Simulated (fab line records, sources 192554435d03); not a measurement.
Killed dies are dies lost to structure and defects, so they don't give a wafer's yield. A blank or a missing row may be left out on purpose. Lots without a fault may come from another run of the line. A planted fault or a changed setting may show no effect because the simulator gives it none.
Chamber matching | flow n5_finfet | N5_GATE_CUT_ETCH_28 on rie_diel-05: 4 sister chambers
The step etches underlayer in N2/H2, target depth 13 nm, time 10.4 s. 4 wafers are shown with their chamber, then 11 later ones without.

WAFERS WITH THEIR CHAMBER
wafer  | chamber | showerhead_plenum_p_Torr (Torr)
L077.1 | 1       | 2.70
L083.5 | 0       | 2.51
L084.5 | 3       | 2.59
L087.1 | 2       | 2.39

WAFERS WITHOUT THEIR CHAMBER
wafer  | showerhead_plenum_p_Torr (Torr)
L087.2 | 2.50
L087.5 | 2.69
L092.3 | 2.69
L092.4 | 2.69
L092.5 | 2.39
L093.1 | 2.59
L093.2 | 2.69
L093.6 | 2.59
L094.1 | 2.59
L094.2 | 2.38
L094.6 | 2.59

WHICH CHAMBER EACH WENT THROUGH
wafer  | from the rows above | in truth
L087.2 | 0                   | 0
L087.5 | 1                   | 1
L092.3 | 1                   | 1
L092.4 | 1                   | 1
L092.5 | 2                   | 2
L093.1 | 3                   | 3
L093.2 | 1                   | 1
L093.6 | 3                   | 3
L094.1 | 3                   | 3
L094.2 | 2                   | 2
L094.6 | 3                   | 3
Placed correctly: 11 of 11. Can't be placed from these rows: 0. Placed wrongly: 0.
How it was worked out, from the rows above alone: a wafer's distance from a chamber is the root of the sum, over the readings, of the square of ((its reading less the chamber's mean) divided by the reading's scatter). The wafer belongs to the nearest chamber; if the next one is less than 2 further off, it can't be placed. A chamber's mean is the mean of its shown wafers. The scatter: with one shown wafer a chamber, the root of the mean of the squares of how far each hidden wafer lies from its nearest shown one.
